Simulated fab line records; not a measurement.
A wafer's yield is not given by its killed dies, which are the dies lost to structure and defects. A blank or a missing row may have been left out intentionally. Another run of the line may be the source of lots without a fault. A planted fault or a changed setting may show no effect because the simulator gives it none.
fab line records | flow nand_harc
record lots=12 | wafers=36 | last_day=34
route steps=1302 shown P_M1@303 HYBRID_BOND@1237 THIN_TSV@1272 END@1302
lots that met no fault: taken from a fault-free run of the same line
start_h: hours from the record's first day to the start of the lot's first wafer shown | wait_h: hours from the lot's prior step to this one | " repeats the value in the row above | L1.1+2: a row that stands for several wafers | - no value present, or no start provided | * or withheld: withheld | < > ~ a bound
route shown NAME@n: names a module that has steps shown in the file, with the first one's number in the route | usual: the fault-free wafers' mean and standard deviation | same: alike in all rows | chamber/n: place in a boat | sites: per-site readings | _std_site: how widely they spread, as a standard deviation | _edge_site: mean of outer sites minus mean of inner sites | radius_mm: how far each site lies from the wafer's centre | mask NAME#n: copy n | behind: the last tool/chamber to shape the wafer | hold: why the lot was held/for how many hours/how that ended | device: the n, p or np transistor that did not switch | end of line: the tests these same wafers got at the end of their route | a step given without rows: its recipe and nothing more | killed: dies lost to structure and defects at the first sort, not the wafer's yield | map: per-die view of a wafer (x killed, . not killed, _ where there is no die)
set.NAME: the run value of the setting; set.NAME@STEP: its run value at that earlier step | model.NAME: the simulator's own value behind a step, which no gauge read
steps of the route over a sample of lots; a table a step, a row a wafer
services: a tool's chamber out of use, with start hour (start_h, from the record's first day; less than 0 if before it), hours out, and reason
## steps
# step NHARC_P_M1_ETCH_28
# recipe target_depth_a=300 | over_etch_frac=0.3 | time_s=72.99 | ion_energy_ev=150 | cf4_flow_sccm=50 | n2_flow_sccm=100 | ar_flow_sccm=150 | rf_w=300 | bias_w=100 | chemistry=CF4/N2
# usual drypump_motor_current_A=5.6/0.42 | oes_product_au=1.005/0.011 | rf_fwd_power_W=297.7/1.4 | rf_vpp_V=314.0/2 | showerhead_plenum_p_Torr=2.62/0.11 | throttle_valve_pct=19.795/0.01
lot.wafer | tool        | chamber | start_h | wait_h | drypump_motor_current_A | oes_product_au | rf_fwd_power_W | rf_hours_counter_h | rf_vpp_V | showerhead_plenum_p_Torr | throttle_valve_pct
L893.2    | rie_diel-03 | 0       | 130.55  | -      | 5.4                     | 1.006          | 295.4          | 1                  | 314.8    | 2.69                     | 19.791
L893.1    | "           | 2       | "       | "      | 6.3                     | 1.003          | 297.1          | 1                  | 311.1    | 2.52                     | 19.781
L893.4    | "           | 3       | "       | "      | 5.7                     | 1.024          | 297.8          | 1                  | 315.7    | 2.71                     | 19.795
L895.4    | rie_diel-03 | 3       | 146.32  | -      | 5.7                     | 1.029          | 298.0          | 1                  | 315.9    | 2.71                     | 19.803
L895.3    | "           | 1       | "       | "      | 6.1                     | 1.017          | 299.3          | 2                  | 313.0    | 2.56                     | 19.793
L895.5    | "           | 3       | "       | "      | 5.6                     | 1.035          | 298.3          | -                  | 316.7    | 2.71                     | 19.798
L897.3    | rie_diel-12 | 2       | 172.86  | -      | 5.1                     | 1.019          | 295.8          | 5                  | 313.0    | 2.52                     | 19.812
L897.5    | "           | 1       | "       | "      | 5.3                     | 1.003          | 297.2          | -                  | 315.2    | 2.67                     | 19.794
L897.6    | "           | 2       | "       | "      | 5.0                     | 1.024          | 298.4          | -                  | 312.6    | 2.52                     | 19.783
L899.4    | rie_diel-12 | 1       | 194.45  | -      | 5.3                     | 1.000          | 298.6          | 6                  | 314.3    | 2.67                     | 19.809
L899.5    | "           | 2       | "       | "      | 5.0                     | 1.017          | 297.4          | -                  | 311.2    | 2.52                     | 19.798
L899.6    | "           | 3       | "       | "      | 5.5                     | 0.994          | 295.7          | -                  | 317.1    | 2.82                     | 19.780
L900.1    | rie_diel-03 | 2       | 201.86  | -      | 6.4                     | 1.012          | 297.9          | 7                  | 313.5    | 2.52                     | 19.797
L900.4    | "           | 3       | "       | "      | 5.7                     | 1.037          | 299.0          | 7                  | 313.9    | 2.71                     | 19.795
L900.2    | "           | 0       | "       | "      | 5.5                     | 1.018          | 296.6          | 8                  | 314.5    | 2.69                     | 19.786
L901.1    | rie_diel-07 | 3       | 204.95  | -      | 5.5                     | 0.987          | 297.5          | 22                 | 312.8    | 2.54                     | 19.801
L901.3    | "           | 0       | "       | "      | 6.0                     | 1.000          | 296.2          | 25                 | 313.3    | 2.49                     | 19.785
L901.5    | "           | 0       | "       | "      | 5.9                     | 0.996          | 296.8          | -                  | 312.6    | 2.49                     | 19.797
L904.3    | rie_diel-03 | 1       | 240.46  | -      | 6.1                     | 1.010          | 298.5          | 11                 | 314.3    | 2.56                     | 19.784
L904.5    | "           | 2       | "       | "      | 6.3                     | 1.003          | 297.1          | -                  | 313.0    | 2.52                     | 19.798
L904.6    | "           | 3       | "       | "      | 5.7                     | 1.025          | 299.9          | -                  | 317.2    | 2.71                     | 19.801
L905.1    | rie_diel-12 | 2       | 245.65  | -      | 5.1                     | 1.003          | 298.5          | 9                  | 311.9    | 2.52                     | 19.793
L905.2    | "           | 3       | "       | "      | 5.5                     | 0.997          | 296.5          | 9                  | 317.4    | 2.82                     | 19.801
L905.6    | "           | 2       | "       | "      | 5.0                     | 1.011          | 298.6          | -                  | 311.9    | 2.52                     | 19.789
L906.2    | rie_diel-03 | 2       | 258.57  | -      | 6.4                     | 1.017          | 296.5          | 12                 | 312.3    | 2.52                     | 19.792
L906.4    | "           | 0       | "       | "      | 5.5                     | 0.999          | 296.8          | 12                 | 315.0    | 2.68                     | 19.787
L906.1    | "           | 1       | "       | "      | 6.1                     | 1.006          | 299.8          | 12                 | 312.6    | 2.56                     | 19.810
L908.2    | rie_diel-07 | 2       | 271.18  | -      | 6.2                     | 1.013          | 296.9          | 44                 | 311.6    | 2.44                     | 19.794
L908.4    | "           | 0       | "       | "      | 6.0                     | 0.997          | 296.1          | 52                 | 311.6    | 2.48                     | 19.795
L908.1    | "           | 1       | "       | "      | 5.3                     | 0.998          | 296.5          | 49                 | 315.8    | 2.72                     | 19.788
L911.2    | rie_diel-03 | 0       | 312.81  | -      | 5.5                     | 1.009          | 294.6          | 2                  | 313.9    | 2.68                     | 19.801
L911.1    | "           | 2       | "       | "      | 6.4                     | 0.997          | 299.1          | 3                  | 312.5    | 2.51                     | 19.814
L911.3    | "           | 3       | "       | "      | 5.7                     | 1.004          | 299.4          | 2                  | 315.1    | 2.71                     | 19.797
L914.2    | rie_diel-03 | 1       | 341.14  | -      | 6.1                     | 1.004          | 299.3          | 5                  | 313.2    | 2.55                     | 19.796
L914.1    | "           | 3       | "       | "      | 5.7                     | 1.017          | 299.0          | 4                  | 315.2    | 2.71                     | 19.789
L914.6    | "           | 0       | "       | "      | 5.4                     | 1.003          | 297.4          | -                  | 314.9    | 2.68                     | 19.775
# step NHARC_HYBRID_BOND_ACTIVATE_00
# recipe time_s=60 | n2_flow_sccm=200 | ar_flow_sccm=0 | bias_power_w=0 | chemistry=N2
# usual drypump_motor_current_A=5.8/0.37 | oes_product_au=0.996/0.011 | rf_vpp_V=64.0/0.92 | showerhead_plenum_p_Torr=1.75/0.075
lot.wafer | tool        | chamber | start_h | wait_h | drypump_motor_current_A | oes_product_au | rf_hours_counter_h | rf_vpp_V | showerhead_plenum_p_Torr
L893.4    | rie_diel-03 | 0       | 549.41  | 0.1    | 5.5                     | 0.989          | 7                  | 63.2     | 1.80
L893.1    | "           | 2       | "       | "      | 6.3                     | 0.987          | 8                  | 63.1     | 1.68
L893.2    | "           | 3       | "       | "      | 5.7                     | 1.012          | 7                  | 65.3     | 1.82
L895.3    | rie_diel-03 | 1       | 559.21  | 0.1    | 6.1                     | 0.994          | 8                  | 61.9     | 1.71
L895.4    | "           | 0       | "       | "      | 5.4                     | 0.968          | 7                  | 63.8     | 1.80
L895.5    | "           | 1       | "       | "      | 6.1                     | 0.983          | -                  | 64.9     | 1.71
L897.3    | rie_diel-03 | 0       | 582.49  | 0.1    | 5.4                     | 0.973          | 8                  | 64.4     | 1.80
L897.6    | "           | 3       | "       | "      | 5.7                     | 1.002          | -                  | 64.3     | 1.82
L897.5    | "           | 0       | "       | "      | 5.4                     | 0.986          | -                  | 63.5     | 1.80
L900.4    | rie_diel-10 | 2       | 608.31  | 0.1    | 5.6                     | 1.008          | 0                  | 64.2     | 1.92
L900.2    | "           | 3       | "       | "      | 5.4                     | 0.996          | 1                  | 63.0     | 1.66
L900.1    | "           | 1       | "       | "      | 5.3                     | 0.986          | 0                  | 64.0     | 1.77
L899.4    | rie_diel-03 | 0       | 609.95  | 0.1    | 5.4                     | 0.991          | 9                  | 64.2     | 1.80
L899.5    | "           | 1       | "       | "      | 6.1                     | 1.003          | -                  | 65.3     | 1.71
L899.6    | "           | 2       | "       | "      | 6.3                     | 0.983          | -                  | 63.7     | 1.68
L901.1    | rie_diel-07 | 1       | 613.53  | 0.1    | 5.3                     | 1.005          | 39                 | 64.8     | 1.80
L901.3    | "           | 0       | "       | "      | 6.0                     | 1.002          | 38                 | 63.5     | 1.64
L901.5    | "           | 1       | "       | "      | 5.3                     | 0.984          | -                  | 63.5     | 1.80
L905.2    | rie_diel-03 | 3       | 655.45  | 0.1    | 5.7                     | 1.002          | 1                  | 65.4     | 1.82
L905.1    | "           | 0       | "       | "      | 5.5                     | 0.999          | 1                  | 64.5     | 1.80
L905.6    | "           | 2       | "       | "      | 6.3                     | 1.003          | -                  | 62.1     | 1.68
L906.1    | rie_diel-03 | 1       | 661.74  | 0.1    | 6.1                     | 0.975          | 2                  | 64.6     | 1.71
L906.4    | "           | 2       | "       | "      | 6.3                     | 0.994          | 2                  | 63.4     | 1.68
L906.2    | "           | 0       | "       | "      | 5.4                     | 0.999          | 2                  | 65.2     | 1.80
L904.3    | rie_diel-07 | 1       | 664.64  | 0.1    | 5.3                     | 1.001          | 1                  | 65.1     | 1.80
L904.6    | "           | 1       | "       | "      | 5.3                     | 0.991          | -                  | 63.2     | 1.80
L904.5    | "           | 2       | "       | "      | 6.2                     | 1.008          | -                  | 65.4     | 1.88
L908.4    | rie_diel-10 | 1       | 681.10  | 0.1    | 5.3                     | 0.984          | 26                 | 64.4     | 1.76
L908.1    | "           | 2       | "       | "      | 5.6                     | 1.011          | 29                 | 64.2     | 1.91
L908.2    | "           | 3       | "       | "      | 5.5                     | 1.008          | 29                 | 63.8     | 1.65
L911.2    | rie_diel-10 | 1       | 716.54  | 0.1    | 5.3                     | 0.995          | 39                 | 64.5     | 1.76
L911.3    | "           | 2       | "       | "      | 5.6                     | 1.013          | 40                 | 64.7     | 1.91
L911.1    | "           | 3       | "       | "      | 5.5                     | 1.010          | 41                 | 61.7     | 1.65
L914.1    | rie_diel-03 | 0       | 769.01  | 0.1    | 5.5                     | 0.991          | 9                  | 64.9     | 1.80
L914.2    | "           | 3       | "       | "      | 5.7                     | 1.007          | 9                  | 65.7     | 1.81
L914.6    | "           | 1       | "       | "      | 6.1                     | 0.993          | -                  | 62.4     | 1.71
# step NHARC_HYBRID_BOND_OVL_MEAS_05
# usual overlay_x_nm=3/31 | overlay_y_nm=2/34
lot.wafer | tool       | chamber | start_h | wait_h | overlay_x_nm | overlay_y_nm
L893.1    | overlay-02 | -       | 559.08  | 0.4    | -1           | -10
L893.2    | "          | -       | "       | "      | 7            | 16
L893.4    | "          | -       | "       | "      | -12          | -15
L895.3    | overlay-02 | -       | 568.74  | 0.4    | -49          | -19
L895.4    | "          | -       | "       | "      | -46          | 35
L895.5    | "          | -       | "       | "      | 25           | -1
L897.3    | overlay-02 | -       | 589.20  | 0.4    | 8            | 48
L897.5    | "          | -       | "       | "      | -17          | -61
L897.6    | "          | -       | "       | "      | 2            | 53
L900.1    | overlay-01 | -       | 618.96  | 0.4    | -31          | 0
L900.2    | "          | -       | "       | "      | -10          | 8
L900.4    | "          | -       | "       | "      | 57           | 41
L899.4    | overlay-02 | -       | 618.97  | 0.4    | 96           | -4
L899.5    | "          | -       | "       | "      | -2           | 22
L899.6    | "          | -       | "       | "      | -16          | 35
L901.1    | overlay-02 | -       | 623.31  | 0.4    | -37          | -16
L901.3    | "          | -       | "       | "      | 55           | 60
L901.5    | "          | -       | "       | "      | 2            | 29
L905.1    | overlay-02 | -       | 668.00  | 0.4    | -27          | 4
L905.2    | "          | -       | "       | "      | 5            | 3
L905.6    | "          | -       | "       | "      | 15           | -37
L906.1    | overlay-01 | -       | 668.00  | 0.4    | 7            | 32
L906.2    | "          | -       | "       | "      | 70           | 41
L906.4    | "          | -       | "       | "      | -17          | -25
L904.3    | overlay-01 | -       | 674.06  | 0.4    | 41           | 63
L904.5    | "          | -       | "       | "      | 34           | -38
L904.6    | "          | -       | "       | "      | 40           | 41
L908.1    | overlay-02 | -       | 691.20  | 0.4    | 9            | 39
L908.2    | "          | -       | "       | "      | 48           | 12
L908.4    | "          | -       | "       | "      | 28           | 26
L911.1    | overlay-01 | -       | 726.16  | 0.4    | -25          | -47
L911.2    | "          | -       | "       | "      | -24          | -10
L911.3    | "          | -       | "       | "      | -1           | 2
L914.1    | overlay-01 | -       | 781.03  | 0.4    | -5           | -75
L914.2    | "          | -       | "       | "      | -15          | -64
L914.6    | "          | -       | "       | "      | 41           | -3
# step NHARC_THIN_TSV_PVD_19
# recipe target_thk_a=200 | chamber_pressure_pa=5 | material=TaN
# usual throttle_valve_pct=29.6/1.2
lot.wafer | tool           | chamber | start_h | wait_h | throttle_valve_pct
L893.1    | pvd_sputter-02 | -       | -       | -      | 29.4
L893.4    | "              | -       | "       | "      | 29.1
L893.2    | "              | -       | "       | "      | 27.7
L895.3    | pvd_sputter-01 | -       | -       | -      | 30.0
L895.4    | "              | -       | "       | "      | 29.4
L895.5    | "              | -       | "       | "      | 30.9
L897.3    | pvd_sputter-01 | -       | -       | -      | 29.4
L897.5    | "              | -       | "       | "      | 30.2
L897.6    | "              | -       | "       | "      | 29.4
L900.4    | pvd_sputter-01 | -       | -       | -      | 30.4
L900.2    | "              | -       | "       | "      | 29.3
L900.1    | "              | -       | "       | "      | 29.7
L899.4    | pvd_sputter-02 | -       | -       | -      | 29.6
L899.6    | "              | -       | "       | "      | 29.4
L899.5    | "              | -       | "       | "      | 29.2
L901.3    | pvd_sputter-02 | -       | -       | -      | 29.3
L901.1    | "              | -       | "       | "      | 29.6
L901.5    | "              | -       | "       | "      | 28.9
L906.2    | pvd_sputter-02 | -       | -       | -      | 29.5
L906.1    | "              | -       | "       | "      | 27.6
L906.4    | "              | -       | "       | "      | 28.4
L905.1    | pvd_sputter-01 | -       | -       | -      | 29.9
L905.2    | "              | -       | "       | "      | 31.7
L905.6    | "              | -       | "       | "      | 29.4
L904.3    | pvd_sputter-02 | -       | -       | -      | 27.5
L904.5    | "              | -       | "       | "      | 28.3
L904.6    | "              | -       | "       | "      | 29.0
L908.2    | pvd_sputter-02 | -       | -       | -      | 28.2
L908.1    | "              | -       | "       | "      | 29.6
L908.4    | "              | -       | "       | "      | 27.6
L911.2    | pvd_sputter-01 | -       | -       | -      | 29.3
L911.1    | "              | -       | "       | "      | 30.0
L911.3    | "              | -       | "       | "      | 30.0
L914.2    | pvd_sputter-03 | -       | -       | -      | 30.5
L914.1    | "              | -       | "       | "      | 29.6
L914.6    | "              | -       | "       | "      | 30.6
# step NHARC_END_SORT_01
# recipe temp_c=25
# usual defect_limited_yield=91.0/2.6 | killed_at_array=57/17 | killed_at_other=0.5/0.82 | killed_at_periphery=4.0/2.8 | killed_dies=61/18 | killed_open=2.9/2 | killed_short=2.3/1.7
# same gross_dies=677
lot.wafer | tool      | chamber | start_h | wait_h | defect_limited_yield[%] | killed_at_array | killed_at_other | killed_at_periphery | killed_dies | killed_open | killed_short
L911.1    | prober-01 | 0       | 743.89  | 2.5    | 81.5                    | 51              | 0               | 74                  | 125         | 3           | 4
L911.2    | prober-01 | 0       | 744.70  | 2.8    | 86.7                    | 51              | 0               | 39                  | 90          | 3           | 2
L911.3    | prober-01 | 0       | 745.50  | 3.1    | 81.1                    | 58              | 0               | 70                  | 128         | 4           | 4
L914.1    | prober-02 | 0       | 803.20  | 2.5    | 79.9                    | 68              | 0               | 68                  | 136         | 1           | 4
L914.2    | prober-02 | 0       | 804.00  | 2.8    | 82.6                    | 51              | 0               | 67                  | 118         | 7           | 1
L914.6    | prober-02 | 0       | 807.24  | 4.0    | 82.7                    | 79              | 0               | 38                  | 117         | 0           | 2
# killed by level:class
L911.1 P_M1:unspecified=69 A_CHANNEL_HOLE_D2:chamber_film_flake=26 A_CHANNEL_HOLE_D1:chamber_film_flake=10 A_STAIRCASE:chamber_film_flake=3 P_M2:chamber_film_flake=2 A_SLIT:chamber_film_flake=2 A_CONTACT:chamber_film_flake=2 A_M0:chamber_film_flake=2
L911.2 P_M1:unspecified=34 A_CHANNEL_HOLE_D2:chamber_film_flake=23 A_CHANNEL_HOLE_D1:chamber_film_flake=10 P_M2:chamber_film_flake=4 A_SLIT:chamber_film_flake=3 A_M0:chamber_film_flake=2 A_STAIRCASE:chamber_film_flake=2 A_WL_FILL:chamber_film_flake=2
L911.3 P_M1:unspecified=62 A_CHANNEL_HOLE_D2:chamber_film_flake=20 A_CHANNEL_HOLE_D1:chamber_film_flake=17 A_CONTACT:chamber_film_flake=5 P_M2:chamber_film_flake=3 A_WL_FILL:chamber_film_flake=3 A_ONON_D1:geometric_particle:open=2 P_GATE:chamber_film_flake=2
L914.1 P_M1:unspecified=60 A_CHANNEL_HOLE_D2:chamber_film_flake=22 A_SLIT:chamber_film_flake=21 A_CHANNEL_HOLE_D1:chamber_film_flake=8 P_CONTACT:chamber_film_flake=4 A_STAIRCASE:chamber_film_flake=4 P_ZERO_WELL:chamber_film_flake=3 A_WL_FILL:chamber_film_flake=3
L914.2 P_M1:unspecified=57 A_CHANNEL_HOLE_D2:chamber_film_flake=16 A_SLIT:chamber_film_flake=14 A_CHANNEL_HOLE_D1:chamber_film_flake=7 P_CONTACT:chamber_film_flake=4 A_M0:geometric_particle:open=3 P_ZERO_WELL:chamber_film_flake=3 A_ZERO_WELL:chamber_film_flake=3
L914.6 P_M1:unspecified=32 A_SLIT:chamber_film_flake=31 A_CHANNEL_HOLE_D2:chamber_film_flake=19 A_CHANNEL_HOLE_D1:chamber_film_flake=18 A_STAIRCASE:chamber_film_flake=6 P_CONTACT:chamber_film_flake=4 P_ZERO_WELL:chamber_film_flake=2 A_CONTACT:chamber_film_flake=2
## services
tool           | chamber | start_h | hours | kind
rie_diel-07    | -       | 117.20  | 9.0   | pm
rie_diel-07    | -       | 190.19  | 0.6   | repair
pvd_sputter-01 | -       | 226.00  | 10.0  | pm
rie_diel-03    | -       | 281.45  | 9.0   | pm
pvd_sputter-02 | -       | 282.00  | 10.0  | pm
pvd_sputter-01 | -       | 286.64  | 3.5   | repair
rie_diel-03    | 3       | 322.46  | 13.9  | repair
rie_diel-03    | 1       | 347.12  | 5.1   | repair
pvd_sputter-02 | -       | 388.96  | 3.0   | repair
pvd_sputter-01 | -       | 404.04  | 10.0  | pm
rie_diel-03    | -       | 405.33  | 1.5   | repair
pvd_sputter-01 | -       | 438.59  | 0.7   | repair
rie_diel-03    | -       | 458.45  | 9.0   | pm
pvd_sputter-02 | -       | 460.00  | 10.0  | pm
pvd_sputter-02 | -       | 536.22  | 3.3   | repair
pvd_sputter-02 | -       | 554.03  | 4.9   | repair
pvd_sputter-01 | -       | 563.71  | 6.7   | repair
pvd_sputter-01 | -       | 582.04  | 10.0  | pm
rie_diel-03    | -       | 590.52  | 2.5   | repair
rie_diel-03    | 1       | 613.66  | 9.7   | repair
rie_diel-03    | -       | 635.55  | 9.0   | pm
pvd_sputter-02 | -       | 638.00  | 10.0  | pm
pvd_sputter-02 | -       | 699.73  | 1.8   | repair
pvd_sputter-01 | -       | 760.04  | 10.0  | pm
## key
first_sign step=NHARC_END_SORT_01 | reading=killed_at_periphery | direction=up | sigmas=20 | usual=4.0 | struck=59.3
effect step=NHARC_END_SORT_01 | reading=killed_dies | direction=up | sigmas=3.3 | usual=61 | struck=119 | wafers_moved=5
more_kills_born_at NHARC_P_M1_ETCH_28@rie_diel-03=314
met_at NHARC_P_M1_ETCH_28
struck_lots L911,L914
not_acting_at NHARC_HYBRID_BOND_ACTIVATE_00,NHARC_HYBRID_BOND_OVL_MEAS_05,NHARC_THIN_TSV_PVD_19
onset_between 258.57 312.81
also_fits time
fault kind=chamber_particle_source | tool=rie_diel-03 | chamber=- | onset_h=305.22 | steps=NHARC_P_M1_ETCH_28 | rate_per_visit_cm2=0.38069 | end_h=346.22
